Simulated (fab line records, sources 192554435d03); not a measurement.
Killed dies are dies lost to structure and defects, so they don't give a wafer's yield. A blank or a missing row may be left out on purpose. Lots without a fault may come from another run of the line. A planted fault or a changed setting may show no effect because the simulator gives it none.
fab line records | flow n5_finfet
record lots=10 wafers=30 last_day=18
route steps=1938 shown BEOL_M3@1010 BEOL_M4@1111 PASSIVATION@1936
lots that met no fault: from a run of the same line without faults
start_h: hours from the record's first day to the start of the lot's first wafer shown | wait_h: hours since the lot's step before | " the same as in the row above | L1.1+2: a row that stands for several wafers | - no value, or no start given | * or withheld: withheld | < > ~ a bound
route shown NAME@n: a module of which the file shows steps, and the number in the route of the first | usual: mean/standard deviation of fault-free wafers | same: alike in all rows | chamber/n: place in a boat | sites: the reading at each site | _std_site: their standard deviation | _edge_site: outer sites' mean less inner sites' | radius_mm: how far each site lies from the wafer's centre | mask NAME#n: copy n | behind: the tool/chamber that last shaped the wafer | hold: why the lot was held/for how many hours/how that ended | device: the transistor (n, p or np) that didn't switch | end of line: the same wafers' tests at the end of the route | a step without rows: its recipe alone | killed: dies lost to structure and defects at the first sort, not the wafer's yield | map: a wafer's dies, x killed, . not, _ none there
set.NAME: the setting as run; set.NAME@STEP: as run at that earlier step | model.NAME: the simulator's own value behind a step, which no gauge read
steps of the route over a sample of lots; a table a step, a row a wafer
services: from which hour (start_h, from the record's first day; less than 0 if before it) a tool's chamber was out of use, for how many hours, and why
## steps
# step N5_BEOL_M3_SPUTTER_96
# recipe material=Cu target_thk_a=45 temp_c=-20 chamber_pressure_pa=0.07 power_w=withheld time_s=8.29
# usual susceptor_temp_C=-19.99/0.1 throttle_valve_pct=30.0/1.2
# columns lot.wafer tool chamber start_h wait_h susceptor_temp_C throttle_valve_pct
L421.2 pvd_sputter-02 - 153.92 0.1 -19.96 29.9
L421.5 " - " " -19.93 30.2
L421.6 " - " " -20.07 29.2
L423.3 pvd_sputter-02 - 188.27 0.1 -19.95 30.4
L423.5 " - " " -19.84 30.5
L423.6 " - " " -20.03 29.1
L426.3 pvd_sputter-01 - 189.91 0.1 -19.87 30.7
L426.4 " - " " -19.97 30.1
L426.5 " - " " -20.05 30.3
L428.2 pvd_sputter-02 - 197.61 0.1 -20.11 29.9
L428.3 " - " " -20.06 30.1
L428.6 " - " " -19.90 32.4
L427.1 pvd_sputter-03 - 206.23 0.1 -20.02 29.1
L427.5 " - " " -20.06 31.1
L427.6 " - " " -19.93 28.6
L430.1 pvd_sputter-02 - 226.24 0.1 -19.86 30.3
L430.3 " - " " -20.00 29.3
L430.4 " - " " -19.90 30.3
L431.1 pvd_sputter-02 - 229.46 0.1 -20.05 30.3
L431.4 " - " " -20.05 32.2
L431.6 " - " " -20.03 29.4
L441.1 pvd_sputter-03 - 282.64 0.1 -20.01 29.2
L441.3 " - " " -19.92 28.5
L441.4 " - " " -19.93 31.1
L443.1 pvd_sputter-01 - 302.11 0.1 -20.02 30.1
L443.3 " - " " -19.93 31.5
L443.5 " - " " -19.97 29.8
L442.1 pvd_sputter-01 - 303.99 0.1 -19.96 30.3
L442.3 " - " " -19.81 30.1
L442.5 " - " " -19.95 30.3
# step N5_BEOL_M3_ECD_50
# recipe material=Cu target_thk_a=3000
# columns lot.wafer tool chamber start_h wait_h
L421.2+5+6 ecd_cu-01 0,1,0 154.05 0.1
L423.3+5+6 ecd_cu-02 1,1,0 188.40 0.1
L426.3+4+5 ecd_cu-02 0,1,1 190.04 0.1
L428.2+3+6 ecd_cu-01 0 197.73 0.1
L427.1+5+6 ecd_cu-02 0,1,0 206.35 0.1
L430.1+3+4 ecd_cu-02 1,1,0 226.35 0.1
L431.1+4+6 ecd_cu-01 0 229.58 0.1
L441.1+3+4 ecd_cu-01 0,0,1 282.76 0.1
L443.1+3+5 ecd_cu-02 0,0,1 302.23 0.1
L442.1+3+5 ecd_cu-01 1 304.11 0.1
# step N5_BEOL_M3_CMP_52
# recipe stop_on=SiOC t_overpolish_s=6.8 down_force_psi=1 platen_rpm=50 clearing_platen_down_force_psi=1.5 clearing_platen_rpm=50 post_cmp_clean=cu_alkaline target_thk_nm=40 clearing_platen_pad_velocity_m_s=0.99484 pad_velocity_m_s=0.99484
# usual head_pressure_psi=1.0003/0.0023 motor_current_A=5.7/0.41 slurry_flow_ml_min=150.0/0.47 time_to_endpoint_s=63.0/2.6
# columns lot.wafer tool chamber start_h wait_h head_pressure_psi motor_current_A slurry_flow_ml_min time_to_endpoint_s
L421.2 cmp-04 0 154.50 0.3 1.0001 6.4 150.2 63.9
L421.5 " 2 " " 1.0016 6.6 149.9 62.4
L421.6 " 3 " " 1.0001 5.3 150.8 61.0
L423.3 cmp-01 1 188.87 0.2 0.9988 6.1 149.9 61.5
L423.6 " 0 " " 1.0028 5.6 149.6 62.7
L423.5 " 1 " " 0.9976 5.8 150.2 60.2
L426.4 cmp-03 3 190.49 0.2 1.0010 6.3 150.3 62.1
L426.3 " 0 " " 1.0018 6.1 150.2 56.1
L426.5 " 1 " " 0.9987 5.6 150.0 62.8
L428.2 cmp-01 2 198.18 0.3 0.9992 5.8 150.1 60.0
L428.3 " 3 " " 1.0022 4.8 149.7 60.1
L428.6 " 1 " " 0.9967 5.8 150.1 62.8
L427.1 cmp-04 2 206.92 0.3 0.9979 6.2 150.4 57.4
L427.6 " 0 " " 0.9999 6.0 150.7 59.3
L427.5 " 1 " " 0.9997 5.7 150.3 58.0
L430.4 cmp-03 0 227.00 0.2 1.0017 5.9 150.5 61.1
L430.3 " 1 " " 0.9994 5.5 150.6 64.8
L430.1 " 3 " " 1.0041 6.1 149.7 63.6
L431.4 cmp-03 3 230.26 0.2 1.0012 6.5 150.4 67.0
L431.1 " 0 " " 0.9985 5.9 150.4 64.9
L431.6 " 1 " " 0.9991 5.7 149.9 69.0
L441.4 cmp-04 1 283.14 0.1 0.9944 5.1 149.8 84.9
L441.3 " 3 " " 1.0028 5.6 149.7 62.7
L441.1 " 0 " " 1.0005 6.1 150.2 66.2
L443.3 cmp-04 3 302.91 0.4 1.0002 5.4 150.2 60.0
L443.1 " 0 " " 0.9994 6.2 150.1 67.9
L443.5 " 2 " " 0.9991 6.3 149.9 63.8
L442.1 cmp-04 2 304.49 0.3 0.9972 6.1 150.2 60.5
L442.3 " 1 " " 0.9960 5.3 150.8 63.7
L442.5 " 2 " " 1.0006 6.4 150.6 85.4
# step N5_BEOL_M3_CO_CAP_55
# recipe material=Co target_thk_a=20 temp_c=200 precursor=CCTBA/H2 pressure_torr=30 time_s=102.1
# usual heater_power_w=236/11 susceptor_temp_C=200.02/0.15
# columns lot.wafer tool chamber start_h wait_h heater_power_w susceptor_temp_C
L421.2 cvd_co-02 2 154.80 0.0 241 200.03
L421.5 " 1 " " 211 200.06
L421.6 " 0 " " 225 200.08
L423.3 cvd_co-01 1 189.20 0.0 232 200.17
L423.5 " 0 " " 255 200.27
L423.6 " 1 " " 239 199.95
L426.3 cvd_co-02 2 190.79 0.0 241 200.08
L426.4 " 1 " " 220 200.24
L426.5 " 0 " " 225 199.70
L428.2 cvd_co-01 0 198.48 0.0 246 199.90
L428.3 " 2 " " 235 200.07
L428.6 " 2 " " 233 199.96
L427.1 cvd_co-01 2 207.21 0.0 235 200.10
L427.5 " 1 " " 236 199.92
L427.6 " 0 " " 252 199.92
L430.1 cvd_co-01 0 227.45 0.0 250 200.27
L430.3 " 2 " " 238 200.47
L430.4 " 2 " " 229 200.14
L431.1 cvd_co-01 1 230.63 0.0 242 199.96
L431.4 " 2 " " 237 200.17
L431.6 " 0 " " 250 200.12
L441.1 cvd_co-02 1 283.51 0.0 221 199.94
L441.3 " 0 " " 230 199.69
L441.4 " 0 " " 230 199.77
L443.1 cvd_co-01 0 303.21 0.0 253 199.96
L443.3 " 2 " " 234 200.29
L443.5 " 0 " " 243 200.26
L442.1 cvd_co-01 0 304.86 0.0 253 200.11
L442.3 " 1 " " 235 199.98
L442.5 " 1 " " 242 200.11
# step N5_BEOL_M3_RS_MEAS_58
# recipe thk_meas_gauge=four-point-probe reads=Co_of_BEOL_M3_CO_CAP_55+Cu_of_BEOL_M3_ECD_50+Co_of_BEOL_M3_CVD_47+TaN_of_BEOL_M3_ALD_84
# usual M3_RS=0.66/0.032
# columns lot.wafer tool chamber start_h wait_h M3_RS[ohm/sq]
L421.2 film_metro-02 - 154.98 0.1 0.70
L421.5 " - " " 0.66
L421.6 " - " " 0.73
L423.3 film_metro-02 - 189.39 0.1 0.69
L423.5 " - " " 0.66
L423.6 " - " " 0.69
L426.3 film_metro-02 - 190.97 0.1 0.66
L426.4 " - " " 0.66
L426.5 " - " " 0.63
L428.2 film_metro-01 - 198.69 0.1 0.67
L428.3 " - " " 0.63
L428.6 " - " " 0.63
L427.1 film_metro-01 - 207.43 0.1 0.74
L427.5 " - " " 0.69
L427.6 " - " " 0.65
L430.1 film_metro-02 - 227.63 0.0 0.74
L430.3 " - " " 0.70
L430.4 " - " " 0.70
L431.1 film_metro-01 - 230.84 0.1 0.67
L431.4 " - " " 0.65
L431.6 " - " " 0.60
L441.1 film_metro-02 - 283.69 0.0 0.70
L441.3 " - " " 0.71
L441.4 " - " " 0.68
L443.1 film_metro-01 - 303.42 0.1 0.66
L443.3 " - " " 0.69
L443.5 " - " " 0.65
L442.1 film_metro-01 - 305.16 0.1 0.70
L442.3 " - " " 0.68
L442.5 " - " " 0.64
# step N5_BEOL_M4_RC_MEAS_101
# usual DIBL_N=35.8/1.6 DIBL_P=36.0/1.9 IOFF_N=0.151/0.029 IOFF_P=0.21/0.037 ION_N=673/12 ION_P=463/7.3 SS_N=71.5/0.58 SS_P=73.2/0.61 VT_N=251/3.3 VT_P=-250/3.3
# columns lot.wafer tool chamber start_h wait_h DIBL_N[mV/V] DIBL_P[mV/V] IOFF_N[nA/um] IOFF_P[nA/um] ION_N[uA/um] ION_P[uA/um] SS_N[mV/dec] SS_P[mV/dec] VT_N[mV] VT_P[mV]
L421.2 prober-01 0 167.39 0.2 34.9 32.7 0.118 0.16 658 451 71.1 71.6 255 -254
L421.5 " 0 " " 36.3 35.0 0.145 0.19 676 466 71.4 73.5 252 -251
L421.6 " 0 " " 36.6 35.8 0.162 0.22 675 467 71.1 73.3 247 -248
L423.3 prober-01 0 204.62 0.3 37.9 38.3 0.189 0.27 690 472 71.9 74.3 247 -244
L423.5 " 0 " " 35.4 34.5 0.134 0.20 679 465 71.2 73.4 251 -248
L423.6 " 0 " " 36.3 35.2 0.162 0.22 677 466 70.9 73.4 248 -247
L426.3 prober-02 0 205.15 0.3 36.1 36.8 0.167 0.26 682 469 71.8 73.0 248 -249
L426.4 " 0 " " 37.2 37.7 0.183 0.29 678 469 71.8 73.2 248 -244
L426.5 " 0 " " 37.6 38.2 0.205 0.31 691 478 72.7 73.7 246 -241
L428.2 prober-01 0 210.31 0.2 34.8 32.8 0.112 0.14 664 453 71.5 72.6 255 -257
L428.3 " 0 " " 35.8 35.3 0.133 0.17 668 461 71.8 73.1 252 -252
L428.6 " 0 " " 34.7 34.9 0.124 0.18 657 453 71.6 72.9 251 -252
L427.1 prober-02 0 220.41 0.0 37.0 36.4 0.145 0.19 670 464 72.6 72.2 251 -251
L427.5 " 0 " " 38.3 38.8 0.186 0.23 682 463 72.5 74.0 250 -250
L427.6 " 0 " " 37.5 38.3 0.174 0.21 689 468 72.1 73.4 249 -249
L430.1 prober-02 0 239.33 0.0 35.1 36.2 0.152 0.22 666 462 72.1 72.9 254 -247
L430.3 " 0 " " 32.7 34.1 0.119 0.19 669 465 70.8 73.1 252 -248
L430.4 " 0 " " 35.1 37.4 0.175 0.25 691 475 71.3 73.8 247 -247
L431.1 prober-01 0 241.66 0.0 34.9 36.0 0.134 0.17 662 453 71.1 73.5 255 -252
L431.4 " 0 " " 36.4 37.1 0.156 0.18 678 456 71.5 73.6 251 -258
L431.6 " 0 " " 35.8 38.3 0.156 0.19 677 463 71.2 73.4 250 -252
L441.1 prober-01 0 306.56 0.0 37.7 38.0 0.210 0.29 692 477 72.4 73.5 247 -245
L441.3 " 0 " " 36.0 36.1 0.178 0.24 681 473 71.2 73.3 246 -248
L441.4 " 0 " " 35.0 33.9 0.142 0.20 678 467 71.7 72.5 250 -250
L442.1 prober-02 0 314.20 0.0 38.5 38.6 0.170 0.23 670 464 72.0 73.9 251 -251
L442.3 " 0 " " 35.4 35.1 0.135 0.19 671 456 71.2 72.6 250 -253
L442.5 " 0 " " 36.8 37.2 0.166 0.22 679 461 71.5 73.7 250 -249
L443.1 prober-01 0 314.57 0.0 34.7 35.1 0.136 0.19 671 457 70.9 72.2 252 -252
L443.3 " 0 " " 35.3 36.0 0.142 0.21 664 459 71.9 73.1 252 -251
L443.5 " 0 " " 34.8 35.4 0.128 0.20 660 456 71.4 72.6 254 -253
# step N5_PASSIVATION_PROBE_49
# usual defect_limited_yield=90.9/1.4 killed_at_M0_to_M3=37/12 killed_at_M4_up=14/5.3 killed_at_contacts=12/6.2 killed_at_front_end=41/11 killed_at_other=3.7/2.9 killed_dies=107/17 killed_open=71/12 killed_short=34/7.9 sort_bin_5_function=5.3/0.95 sort_bin_6_memory=3.4/0.7 sort_n_pass=1073/17 sort_yield_pct=90.9/1.5
# same gross_dies=1180 killed_at_back_side=0 sort_bin_4_leakage[%]=0 sort_bin_8_speed[%]=0
# columns lot.wafer tool chamber start_h wait_h defect_limited_yield[%] killed_at_M0_to_M3 killed_at_M4_up killed_at_contacts killed_at_front_end killed_at_other killed_dies killed_open killed_short sort_bin_5_function[%] sort_bin_6_memory[%] sort_n_pass sort_yield_pct[%]
L421.2 prober-02 - 277.60 0.1 91.7 41 3 15 32 7 98 66 30 4.6 3.6 1082 91.7
L421.5 prober-02 - 277.75 0.2 91.3 42 13 4 43 1 103 66 33 5.7 2.5 1077 91.3
L421.6 prober-02 - 277.80 0.3 91.1 43 7 17 33 5 105 68 34 5.3 3.2 1075 91.1
L427.1 prober-01 - 325.84 0.0 88.1 80 12 7 41 1 141 76 60 7.3 4.0 1039 88.1
L427.5 prober-01 - 326.04 0.2 89.1 53 11 10 54 1 129 79 45 6.5 3.7 1051 89.1
L427.6 prober-01 - 326.09 0.3 87.4 89 10 12 30 8 149 93 54 7.4 4.7 1031 87.4
L430.1 prober-02 - 341.82 0.0 88.8 51 13 12 52 4 132 91 38 6.2 4.5 1048 88.8
L430.3 prober-02 - 341.92 0.1 91.2 32 21 19 30 2 104 69 32 5.3 2.9 1076 91.2
L430.4 prober-02 - 341.97 0.2 90.7 34 14 11 43 8 110 69 40 5.3 3.7 1070 90.7
L431.1 prober-02 - 352.81 0.0 88.5 52 5 25 49 5 136 82 49 7.7 3.4 1044 88.5
L431.4 prober-02 - 352.96 0.2 90.6 43 17 17 32 2 111 73 37 5.6 3.6 1069 90.6
L431.6 prober-02 - 353.06 0.3 92.6 29 17 7 29 5 87 59 25 4.8 2.3 1093 92.6
L442.1 prober-02 - 419.72 0.0 89.6 45 9 11 54 4 123 79 37 5.8 3.6 1057 89.6
L442.5 prober-02 - 419.92 0.2 92.4 26 7 9 40 8 90 60 24 3.8 3.3 1090 92.4
# killed by level:class
L421.2 MOL_CONTACT_COAG:geometric_particle:open=14 FIN_SAQP:geometric_particle:open=9 BEOL_M0_SAQP:geometric_particle:short=9 BEOL_M0_SAQP:geometric_particle:open=8 BEOL_M3:geometric_particle:open=7 DUMMY_GATE:geometric_particle:open=5 BEOL_M2:geometric_particle:open=5 FIN_SAQP:geometric_particle:short=4
L421.5 BEOL_M0_SAQP:geometric_particle:short=14 DUMMY_GATE:geometric_particle:open=8 BEOL_M0_SAQP:geometric_particle:open=8 BEOL_M1:geometric_particle:open=6 BEOL_M4:geometric_particle:open=6 STI_FIN_REVEAL:geometric_particle:open=5 GATE_CUT:geometric_particle:short=4 BEOL_M0:geometric_particle:open=4
L421.6 MOL_CONTACT_COAG:geometric_particle:open=9 BEOL_M1:geometric_particle:open=9 BEOL_M0_SAQP:geometric_particle:open=8 BEOL_M2:geometric_particle:open=8 MOL_CONTACT_COAG:geometric_particle:short=7 FIN_SAQP:geometric_particle:open=6 FIN_SAQP:geometric_particle:short=5 BEOL_M0_SAQP:geometric_particle:short=5
L427.1 BEOL_M0_SAQP:geometric_particle:open=19 BEOL_M0_SAQP:geometric_particle:short=18 FIN_SAQP:geometric_particle:open=13 BEOL_M1:geometric_particle:short=12 FIN_SAQP:geometric_particle:short=10 BEOL_M2:geometric_particle:open=10 BEOL_M1:geometric_particle:open=6 BEOL_M3:geometric_particle:short=6
L427.5 BEOL_M0_SAQP:geometric_particle:open=18 BEOL_M0_SAQP:geometric_particle:short=14 GATE_CUT:geometric_particle:short=10 FIN_SAQP:geometric_particle:short=9 FIN_SAQP:geometric_particle:open=8 STI_FIN_REVEAL:geometric_particle:open=7 MOL_CONTACT_COAG:geometric_particle:open=7 BEOL_M1:geometric_particle:open=6
L427.6 BEOL_M0_SAQP:geometric_particle:short=22 BEOL_M0_SAQP:geometric_particle:open=22 BEOL_M2:geometric_particle:open=16 BEOL_M3:geometric_particle:open=9 BEOL_M1:geometric_particle:open=9 MOL_CONTACT_COAG:geometric_particle:open=8 FIN_SAQP:geometric_particle:open=6 STI_FIN_REVEAL:geometric_particle:open=5
L430.1 BEOL_M3:geometric_particle:open=12 MOL_CONTACT_COAG:geometric_particle:open=11 FIN_SAQP:geometric_particle:open=10 FIN_SAQP:geometric_particle:short=10 BEOL_M0_SAQP:geometric_particle:open=10 GATE_CUT:geometric_particle:short=9 BEOL_M0_SAQP:geometric_particle:short=9 BEOL_M1:geometric_particle:open=9
L430.3 MOL_CONTACT_COAG:geometric_particle:open=13 STI_FIN_REVEAL:geometric_particle:open=9 BEOL_M4:geometric_particle:open=9 BEOL_M3:geometric_particle:open=7 FIN_SAQP:geometric_particle:short=5 MOL_CONTACT_COAG:geometric_particle:short=5 BEOL_M1:geometric_particle:open=5 BEOL_M2:geometric_particle:short=5
L430.4 BEOL_M0_SAQP:geometric_particle:open=12 BEOL_M0_SAQP:geometric_particle:short=11 GATE_CUT:geometric_particle:open=10 DUMMY_GATE:geometric_particle:open=8 MOL_CONTACT_COAG:geometric_particle:open=8 STI_FIN_REVEAL:geometric_particle:open=6 FIN_SAQP:geometric_particle:short=5 GATE_CUT:geometric_particle:short=4
L431.1 MOL_CONTACT_COAG:geometric_particle:open=20 FIN_SAQP:geometric_particle:short=13 BEOL_M0_SAQP:geometric_particle:open=13 BEOL_M0_SAQP:geometric_particle:short=11 BEOL_M3:geometric_particle:open=11 BEOL_M2:geometric_particle:open=10 GATE_CUT:geometric_particle:short=9 FIN_SAQP:geometric_particle:open=6
L431.4 MOL_CONTACT_COAG:geometric_particle:open=14 BEOL_M0_SAQP:geometric_particle:short=13 BEOL_M2:geometric_particle:open=8 BEOL_M3:geometric_particle:open=8 FIN_SAQP:geometric_particle:open=7 BEOL_M0_SAQP:geometric_particle:open=7 BEOL_M4:geometric_particle:open=6 STARTING-WAFER:geometric_particle:short=5
L431.6 BEOL_M0_SAQP:geometric_particle:open=8 FIN_SAQP:geometric_particle:open=6 BEOL_M0_SAQP:geometric_particle:short=6 BEOL_M2:geometric_particle:open=5 DUMMY_GATE:geometric_particle:open=4 MOL_CONTACT_COAG:geometric_particle:open=4 BEOL_M4:geometric_particle:open=4 BEOL_M5:geometric_particle:open=4
L442.1 BEOL_M1:geometric_particle:open=16 STI_FIN_REVEAL:geometric_particle:open=10 MOL_CONTACT_COAG:geometric_particle:open=10 GATE_CUT:geometric_particle:short=8 BEOL_M3:geometric_particle:open=8 FIN_SAQP:geometric_particle:short=7 FIN_SAQP:geometric_particle:open=6 DUMMY_GATE:geometric_particle:open=6
L442.5 BEOL_M1:geometric_particle:open=11 STI_FIN_REVEAL:geometric_particle:open=9 DUMMY_GATE:geometric_particle:open=5 MOL_CONTACT_COAG:geometric_particle:open=5 HKMG_FIN:area_etch=5 GATE_CUT:geometric_particle:short=4 MOL_CONTACT_COAG:geometric_particle:short=4 BEOL_M2:geometric_particle:open=4
## services
# columns tool chamber start_h hours kind
pvd_sputter-01 - 137.17 2.2 repair
cvd_co-01 0 141.80 9.5 repair
cmp-03 - 165.20 3.8 pm
cmp-01 - 174.35 9.1 pm
ecd_cu-02 - 197.39 1.2 repair
cmp-04 - 199.73 4.0 pm
cmp-04 - 203.73 - consumable_replace:conditioner
cmp-04 - 203.73 - consumable_replace:pad
cmp-04 - 204.42 1.4 repair
ecd_cu-01 - 211.64 6.7 repair
cmp-04 - 218.83 0.5 repair
ecd_cu-01 - 225.64 3.8 repair
pvd_sputter-01 - 231.67 2.2 repair
pvd_sputter-01 - 236.50 2.7 repair
ecd_cu-01 - 241.97 5.3 pm
cmp-04 - 252.53 18.1 pm
cmp-01 - 272.91 0.3 repair
cmp-03 - 290.76 4.0 pm
ecd_cu-02 - 291.51 0.7 repair
cmp-03 - 294.76 - consumable_replace:conditioner
cmp-03 - 294.76 - consumable_replace:pad
cmp-03 - 296.86 6.4 repair
cmp-01 - 302.68 5.5 pm
## key
first_sign step=N5_BEOL_M3_CMP_52 reading=time_to_endpoint_s direction=up sigmas=8.5 usual=* struck=*
effect none on later readings
met_at N5_BEOL_M3_ECD_50
struck_lots L441,L442
struck_wafers L441.4,L442.5
not_acting_at N5_BEOL_M3_SPUTTER_96,N5_BEOL_M3_CO_CAP_55,N5_BEOL_M3_RS_MEAS_58
onset_between 229.58 282.76
fault kind=process_parameter_drift tool=ecd_cu-01 chamber=- onset_h=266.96 steps=N5_BEOL_M3_ECD_50 channel=target_thk_a offset=* shape=step end_h=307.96 scope=struck_wafers_only acts_in=* stated=*
